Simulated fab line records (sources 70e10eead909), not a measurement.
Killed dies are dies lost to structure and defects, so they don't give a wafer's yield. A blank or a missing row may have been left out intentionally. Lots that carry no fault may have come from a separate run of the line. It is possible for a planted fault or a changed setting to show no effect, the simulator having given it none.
fab line records	flow nand-harc
record: lots: 6	wafers: 18	last-day: 24
route steps=1159 shown A_ONON_D1@449 A_CHANNEL_HOLE_D1@450
lots untouched by any fault: they come from a run of this same line in which no faults occurred
start-h: hours from the record's first day to the start of the lot's first wafer shown	wait-h: how many hours have passed since the lot's step before this one	" identical to the entry in the row above	L1.1+2: a single row standing in for several wafers	- value missing, or start not given	* or withheld: withheld	< > ~ a bound
route shown NAME@n: names a module that has steps shown in the file, with the first one's number in the route	usual: mean/standard deviation taken from wafers without a fault	same: alike in all rows	chamber/n: place in a boat	sites: per-site readings	_std_site: standard deviation of those values	_edge_site: mean of outer sites minus mean of inner sites	radius-mm: for every site, how far away it sits from the centre of the wafer	mask NAME#n: copy n	behind: the most recent tool/chamber to have shaped the wafer	hold: why the lot was held/for how many hours/how that ended	device: the transistor (n, p or np) that didn't switch	end of line: tests run on the same wafers once the route is complete	for a step that has no rows: nothing shown but its recipe	killed: not the wafer's yield, but the dies lost to structure and defects at the first sort	map: per-die view of a wafer (x killed, . not killed, _ where there is no die)
set.NAME: the run value of the setting; set.NAME@STEP: its run value at that earlier step	model.NAME: the simulator's own value behind a step, which no gauge read
lots at selected steps of the route; one table per step, one row per wafer
services: the hour from which a tool's chamber was out of use, counted from the record's first day as start-h (under 0 if before that day), plus the number of hours and why
== steps ==
step: NHARC_A_ONON_D1_INSPECT_32
usual: raw-defect-count: 74/25
lot.wafer	tool	chamber	start-h	wait-h	raw-defect-count
L539.1	defect-inspect-01	-	179.81	0.0	63
L539.3	"	-	"	"	53
L539.5	"	-	"	"	65
L545.1	defect-inspect-01	-	197.01	0.0	102
L545.3	"	-	"	"	75
L545.4	"	-	"	"	75
L553.1	defect-inspect-01	-	247.43	0.0	67
L553.3	"	-	"	"	39
L553.4	"	-	"	"	35
L554.3	defect-inspect-01	-	266.03	0.0	93
L554.4	"	-	"	"	80
L554.5	"	-	"	"	66
L558.1	defect-inspect-02	-	285.14	0.0	75
L558.4	"	-	"	"	102
L558.6	"	-	"	"	180
L562.1	defect-inspect-02	-	316.60	0.0	99
L562.3	"	-	"	"	97
L562.4	"	-	"	"	79
step: NHARC_A_CHANNEL_HOLE_D1_DEP_00
recipe: target-thk-a: 31000	temp-c: 400	material: aC
usual: throttle-valve-pct: 35.001/0.009
lot.wafer	tool	chamber	start-h	wait-h	throttle-valve-pct
L539.1	acl-dep-03	0	181.13	1.3	35.021
L539.3	"	0	"	"	34.989
L539.5	"	0	"	"	35.006
L545.1	acl-dep-01	0	197.74	0.7	35.006
L545.3	"	0	"	"	35.004
L545.4	"	0	"	"	34.980
L553.1	acl-dep-03	0	248.30	0.9	35.017
L553.3	"	0	"	"	34.996
L553.4	"	0	"	"	34.993
L554.3	acl-dep-03	0	266.73	0.7	34.995
L554.4	"	0	"	"	34.993
L554.5	"	0	"	"	34.997
L558.1	acl-dep-01	0	287.76	2.6	34.992
L558.4	"	0	"	"	34.988
L558.6	"	0	"	"	34.995
L562.1	acl-dep-02	0	316.67	0.1	34.994
L562.3	"	0	"	"	34.994
L562.4	"	0	"	"	35.008
step: NHARC_A_CHANNEL_HOLE_D1_DEP_01
recipe: target-thk-a: 1400	target-thk-nm: 140	temp-c: 400	pressure-torr: 3.5	flow-sccm: 200	rf-w: 350	material: SiON
usual: heater-power-outer-w: 481/120	heater-power-w: 788/140	rf-fwd-power-W: 348.4/1
lot.wafer	tool	chamber	start-h	wait-h	heater-power-outer-w	heater-power-w	rf-fwd-power-W
L539.1	pecvd-03	1	183.05	1.6	400	691	347.5
L539.3	"	2	"	"	824	1141	348.3
L539.5	"	2	"	"	783	1145	348.4
L545.3	pecvd-02	0	199.71	1.0	558	882	347.1
L545.1	"	1	"	"	449	753	347.9
L545.4	"	1	"	"	451	736	347.8
L553.1	pecvd-03	1	250.31	1.7	380	649	347.3
L553.3	"	0	"	"	395	691	347.3
L553.4	"	1	"	"	383	672	348.3
L554.3	pecvd-01	2	268.01	1.0	510	890	348.8
L554.4	"	0	"	"	408	749	347.5
L554.5	"	1	"	"	576	939	349.1
L558.1	pecvd-03	1	289.73	1.7	421	721	346.9
L558.6	"	2	"	"	678	967	348.1
L558.4	"	0	"	"	399	690	348.7
L562.3	pecvd-02	0	318.57	1.0	444	708	348.1
L562.1	"	2	"	"	340	575	349.1
L562.4	"	2	"	"	331	574	349.0
step: NHARC_A_CHANNEL_HOLE_D1_DEHYDRATE_02
recipe: temp-c: 150	time-s: 120
step: NHARC_A_CHANNEL_HOLE_D1_HMDS_03
recipe: time-s: 30
step: NHARC_A_CHANNEL_HOLE_D1_COAT_36
recipe: temp-c: 260	time-s: 75
step: NHARC_A_CHANNEL_HOLE_D1_COAT_37
recipe: temp-c: 225	time-s: 65
step: NHARC_A_CHANNEL_HOLE_D1_COAT_04
recipe: spin-rpm: 1500	resist-thk-nm: 90
step: NHARC_A_CHANNEL_HOLE_D1_SOFTBAKE_05
recipe: temp-c: 105	time-s: 55
step: NHARC_A_CHANNEL_HOLE_D1_EBR_06
step: NHARC_A_CHANNEL_HOLE_D1_EXPOSE_07
recipe: na: 1.35	target-cd-nm: 100	sigma-outer: 0.3	dose-mj: 59.65	mask-id: HOLE_D1
step: NHARC_A_CHANNEL_HOLE_D1_PEB_08
recipe: peb-temp-c: 100	peb-time-s: 65
lot.wafer	tool	chamber	start-h	wait-h
L539.1+3+5	litho-track-04	0	183.56	0.1
L545.1+3+4	litho-track-06	0	200.19	0.1
L553.1+3+4	litho-track-04	0	251.11	0.1
L554.3+4+5	litho-track-04	0	268.67	0.0
L558.1+4+6	litho-track-06	0	290.19	0.1
L562.1+3+4	litho-track-01	0	319.09	0.1
step: NHARC_A_CHANNEL_HOLE_D1_DEVELOP_09
recipe: develop-time-s: 35	dev-temp-c: 23
step: NHARC_A_CHANNEL_HOLE_D1_CD_MEAS_10
recipe: target-cd-nm: 100	landing-energy-ev: 500
usual: cd-nm: 100.0/0.6
lot.wafer	tool	chamber	start-h	wait-h	cd-nm
L539.1	cd-sem-03	0	183.64	-	99.7
L539.3	"	0	"	"	99.3
L539.5	"	0	"	"	99.6
L545.1	cd-sem-01	0	200.27	-	101.1
L545.3	"	0	"	"	100.0
L545.4	"	0	"	"	100.5
L553.1	cd-sem-01	0	251.19	-	100.4
L553.3	"	0	"	"	101.1
L553.4	"	0	"	"	100.7
L554.3	cd-sem-01	0	268.75	-	100.9
L554.4	"	0	"	"	100.9
L554.5	"	0	"	"	99.6
L558.1	cd-sem-02	0	290.27	-	100.1
L558.4	"	0	"	"	99.2
L558.6	"	0	"	"	99.9
L562.1	cd-sem-03	0	319.18	-	99.7
L562.3	"	0	"	"	100.6
L562.4	"	0	"	"	99.5
step: NHARC_A_CHANNEL_HOLE_D1_OVL_MEAS_11
usual: overlay-x-nm: 0.0/0.8	overlay-y-nm: 0.1/0.75
lot.wafer	tool	chamber	start-h	wait-h	overlay-x-nm	overlay-y-nm
L539.1	overlay-01	-	183.73	-	-0.8	-0.1
L539.3	"	-	"	"	-0.5	-0.2
L539.5	"	-	"	"	-0.9	-0.2
L545.1	overlay-02	-	200.36	-	0.4	0.4
L545.3	"	-	"	"	0.0	0.6
L545.4	"	-	"	"	0.5	0.6
L553.1	overlay-02	-	251.28	-	1.8	0.8
L553.3	"	-	"	"	1.1	0.4
L553.4	"	-	"	"	1.1	0.5
L554.3	overlay-02	-	268.83	-	0.8	-0.6
L554.4	"	-	"	"	1.0	0.1
L554.5	"	-	"	"	0.7	0.0
L558.1	overlay-01	-	290.36	-	0.1	-0.7
L558.4	"	-	"	"	-0.5	-0.1
L558.6	"	-	"	"	-0.3	-0.3
L562.1	overlay-01	-	319.26	-	1.0	0.7
L562.3	"	-	"	"	0.6	0.8
L562.4	"	-	"	"	0.8	0.2
step: NHARC_A_CHANNEL_HOLE_D1_INSPECT_12
usual: raw-defect-count: 5.7/2.6
lot.wafer	tool	chamber	start-h	wait-h	raw-defect-count
L539.1	defect-inspect-01	-	183.76	0.0	4
L539.3	"	-	"	"	2
L539.5	"	-	"	"	4
L545.1	defect-inspect-01	-	200.40	0.0	11
L545.3	"	-	"	"	6
L545.4	"	-	"	"	5
L553.1	defect-inspect-01	-	251.32	0.0	8
L553.3	"	-	"	"	5
L553.4	"	-	"	"	4
L554.3	defect-inspect-02	-	268.87	0.0	1
L554.4	"	-	"	"	5
L554.5	"	-	"	"	6
L558.1	defect-inspect-02	-	290.39	0.0	7
L558.4	"	-	"	"	12
L558.6	"	-	"	"	11
L562.1	defect-inspect-02	-	319.30	0.0	4
L562.3	"	-	"	"	8
L562.4	"	-	"	"	3
step: NHARC_A_CHANNEL_HOLE_D1_DESCUM_15
recipe: time-s: 3	o2-flow-sccm: 200	ar-flow-sccm: 0	bias-power-w: 0	chemistry: O2
usual: drypump-motor-current-A: 6.0/0.4	oes-product-au: 1.003/0.0091	rf-vpp-V: 57.8/0.93	showerhead-plenum-p-Torr: 1.92/0.063	throttle-valve-pct: 11.311/0.0093
lot.wafer	tool	chamber	start-h	wait-h	drypump-motor-current-A	oes-product-au	rf-hours-counter-h	rf-vpp-V	showerhead-plenum-p-Torr	throttle-valve-pct	model.A_CHANNEL_HOLE_D1.cd-nm
L539.3	rie-diel-01	0	183.83	0.1	6.7	1.000	2.2	58.2	1.96	11.298	99.13
L539.1	"	1	"	"	6.2	1.009	2.1	58.0	1.89	11.298	99.48
L539.5	"	0	"	"	6.7	1.001	-	59.1	1.96	11.313	99.01
L545.1	rie-diel-01	2	200.46	0.1	6.2	1.004	2.9	57.6	1.84	11.296	100.4
L545.4	"	0	"	"	6.7	0.985	4.4	57.7	1.96	11.296	99.94
L545.3	"	1	"	"	6.2	1.003	4.9	56.5	1.88	11.319	99.72
L553.1	rie-diel-02	3	251.38	0.1	6.0	0.990	4.4	57.7	1.91	11.312	100
L553.3	"	0	"	"	5.6	1.010	4.6	58.1	1.86	11.305	100.5
L553.4	"	2	"	"	5.9	1.015	4.3	56.9	1.90	11.329	100.1
L554.3	rie-diel-02	2	268.93	0.1	5.8	1.016	5.5	58.5	1.90	11.326	100.3
L554.4	"	1	"	"	5.0	1.017	6.2	58.6	2.05	11.294	100.2
L554.5	"	3	"	"	6.0	0.991	-	56.8	1.91	11.309	99.21
L558.4	rie-diel-10	3	290.47	0.1	5.9	1.009	6.7	58.5	1.94	11.330	99.06
L558.1	"	0	"	"	6.1	1.013	7.0	58.4	1.96	11.309	100.2
L558.6	"	2	"	"	5.8	1.004	-	57.8	1.84	11.312	99.85
L562.4	rie-diel-10	3	319.36	0.1	5.9	1.003	9.1	59.3	1.94	11.313	99.4
L562.1	"	1	"	"	5.4	0.992	9.7	59.1	2.03	11.305	100.4
L562.3	"	2	"	"	5.8	1.015	9.7	57.3	1.84	11.300	100.6
step: NHARC_A_CHANNEL_HOLE_D1_ETCH_38
recipe: target-depth-a: 390	over-etch-frac: 0.3	time-s: 65	ion-energy-ev: 80	cf4-flow-sccm: 150	ar-flow-sccm: 0	rf-w: 300	bias-w: 100	chemistry: CF4
usual: drypump-motor-current-A: 6.0/0.38	oes-product-au: 1.002/0.0088	rf-fwd-power-W: 297.3/1.1	rf-vpp-V: 151.3/1	showerhead-plenum-p-Torr: 1.77/0.052	throttle-valve-pct: 13.284/0.0087
lot.wafer	tool	chamber	start-h	wait-h	drypump-motor-current-A	oes-product-au	rf-fwd-power-W	rf-hours-counter-h	rf-vpp-V	showerhead-plenum-p-Torr	throttle-valve-pct	model.A_CHANNEL_HOLE_D1.cd-nm
L539.3	rie-diel-01	1	183.91	0.1	6.2	1.004	298.8	2.2	151.7	1.75	13.294	99.09
L539.1	"	2	"	"	6.2	1.003	297.2	0.1	150.7	1.71	13.276	99.59
L539.5	"	2	"	"	6.1	0.987	297.4	-	151.2	1.71	13.282	99.09
L545.4	rie-diel-01	2	200.55	0.1	6.2	0.997	296.3	2.9	149.9	1.71	13.279	100.1
L545.3	"	3	"	"	5.9	0.999	297.7	4.6	150.9	1.75	13.296	99.31
L545.1	"	0	"	"	6.7	1.002	297.3	4.4	153.0	1.81	13.285	100.8
L553.1	rie-diel-02	1	251.46	0.1	5.0	0.992	298.2	4.5	152.6	1.88	13.275	99.99
L553.4	"	2	"	"	5.9	1.007	296.5	4.3	151.2	1.76	13.284	100.2
L553.3	"	3	"	"	6.0	0.985	296.6	4.4	151.4	1.76	13.281	100.8
L554.3	rie-diel-02	3	269.01	0.1	6.0	0.984	296.0	5.5	151.2	1.76	13.297	100.4
L554.4	"	1	"	"	5.0	1.000	298.0	6.2	152.6	1.88	13.282	100.2
L554.5	"	0	"	"	5.6	1.006	296.6	-	151.4	1.73	13.275	99.55
L558.4	rie-diel-10	3	290.55	0.1	5.9	1.009	299.5	6.7	152.7	1.80	13.284	99.24
L558.1	"	1	"	"	5.4	1.002	294.7	8.1	151.6	1.87	13.298	100.1
L558.6	"	2	"	"	5.8	1.000	296.7	-	151.2	1.71	13.290	99.48
L562.4	rie-diel-10	3	319.45	0.1	5.9	0.999	298.0	9.1	151.1	1.79	13.279	99.6
L562.1	"	1	"	"	5.4	0.997	295.3	9.7	152.9	1.87	13.267	100.3
L562.3	"	2	"	"	5.8	1.012	298.1	9.7	152.1	1.71	13.292	100.5
step: NHARC_A_CHANNEL_HOLE_D1_ETCH_39
recipe: target-depth-a: 2600	over-etch-frac: 0.3	time-s: 325	ion-energy-ev: 200	n2-flow-sccm: 150	h2-flow-sccm: 150	ar-flow-sccm: 0	rf-w: 400	bias-w: 150	chemistry: N2/H2
usual: drypump-motor-current-A: 6.0/0.41	oes-product-au: 1.002/0.009	rf-fwd-power-W: 399.2/1.1	rf-vpp-V: 430.7/2	showerhead-plenum-p-Torr: 2.05/0.07	throttle-valve-pct: 14.171/0.0099
lot.wafer	tool	chamber	start-h	wait-h	drypump-motor-current-A	oes-product-au	rf-fwd-power-W	rf-hours-counter-h	rf-vpp-V	showerhead-plenum-p-Torr	throttle-valve-pct
L539.1	rie-diel-01	3	-	-	5.9	1.000	399.2	2.2	430.3	2.02	14.172
L539.3	"	0	"	"	6.7	1.008	399.1	2.3	430.9	2.10	14.155
L539.5	"	3	"	"	5.9	0.996	400.2	-	430.6	2.02	14.187
L545.1	rie-diel-01	0	-	-	6.7	0.998	399.3	4.5	433.2	2.09	14.155
L545.4	"	1	"	"	6.2	1.004	398.6	4.9	430.8	2.01	14.177
L545.3	"	2	"	"	6.1	0.996	401.4	3.0	429.8	1.96	14.180
L553.4	rie-diel-02	1	-	-	5.0	1.009	399.5	4.6	433.3	2.19	14.150
L553.3	"	3	"	"	5.9	0.985	400.4	4.4	430.6	2.03	14.175
L553.1	"	0	"	"	5.6	1.021	398.1	4.6	429.3	1.99	14.158
L554.3	rie-diel-02	0	-	-	5.6	0.998	397.6	6.2	429.5	1.99	14.176
L554.4	"	1	"	"	5.0	1.003	400.1	6.3	432.9	2.19	14.172
L554.5	"	0	"	"	5.6	1.006	397.2	-	428.4	1.99	14.176
L558.4	rie-diel-10	2	-	-	5.8	1.008	399.5	7.9	429.2	1.96	14.175
L558.1	"	3	"	"	5.9	1.021	399.3	6.8	429.6	2.07	14.170
L558.6	"	2	"	"	5.8	1.011	398.7	-	428.2	1.96	14.181
L562.3	rie-diel-10	2	-	-	5.8	1.019	398.7	9.7	426.4	1.96	14.184
L562.4	"	3	"	"	5.9	0.992	400.3	9.1	432.6	2.07	14.191
L562.1	"	0	"	"	6.1	0.992	399.9	9.2	431.5	2.09	14.164
== services ==
tool	chamber	start-h	hours	kind
rie-diel-02	0	159.70	-	clean
rie-diel-02	1	159.70	-	clean
rie-diel-02	2	159.70	-	clean
rie-diel-02	3	159.70	-	clean
acl-dep-02	-	168.16	13.0	pm
pecvd-03	1	168.71	2.0	repair
rie-diel-01	0	171.30	-	clean
rie-diel-01	-	171.93	0.1	repair
rie-diel-10	2	174.22	6.4	repair
rie-diel-10	-	176.50	9.0	pm
rie-diel-01	0	186.16	2.2	repair
pecvd-03	-	191.38	0.8	repair
pecvd-01	1	216.04	15.7	repair
acl-dep-03	-	224.68	13.0	pm
pecvd-01	-	237.10	13.0	pm
pecvd-03	0	259.99	4.8	repair
litho-track-01	-	268.00	7.0	pm
pecvd-01	-	269.52	1.0	repair
rie-diel-02	3	277.26	8.8	repair
litho-track-06	-	292.00	7.0	pm
pecvd-03	-	292.19	13.0	pm
acl-dep-01	-	293.36	13.0	pm
rie-diel-01	-	314.80	9.0	pm
litho-track-04	-	316.00	7.0	pm
== key ==
first-sign none at tools or gauges
model-effect: step: NHARC_A_CHANNEL_HOLE_D1_DESCUM_15	value: A_CHANNEL_HOLE_D1.cd-nm	without: 98.49	struck: 100.1
model-effect: step: NHARC_A_CHANNEL_HOLE_D1_ETCH_38	value: A_CHANNEL_HOLE_D1.cd-nm	without: 98.63	struck: 100.2
met-at NHARC_A_CHANNEL_HOLE_D1_PEB_08
struck-wafers L553.1,L553.3,L553.4,L554.3,L554.4,L554.5
tester-left-out L553,L554
onset-between 183.56 251.11
also-fits NHARC_A_CHANNEL_HOLE_D1_DEP_00:acl-dep-03,NHARC_A_CHANNEL_HOLE_D1_DESCUM_15:rie-diel-02
fault: kind: process-parameter-drift	tool: litho-track-04	chamber: -	onset-h: 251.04	steps: NHARC_A_CHANNEL_HOLE_D1_PEB_08	channel: peb-time-s	offset: *	shape: step	end-h: 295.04	acts-in: *	stated: *
tester-left-out: of these lots the tester's yield and bins aren't shown, on N5 and GAA mostly nor the transistor test; their killed dies are dies lost to structure and defects alone, not to doping, threshold or leakage, so they don't give the yield
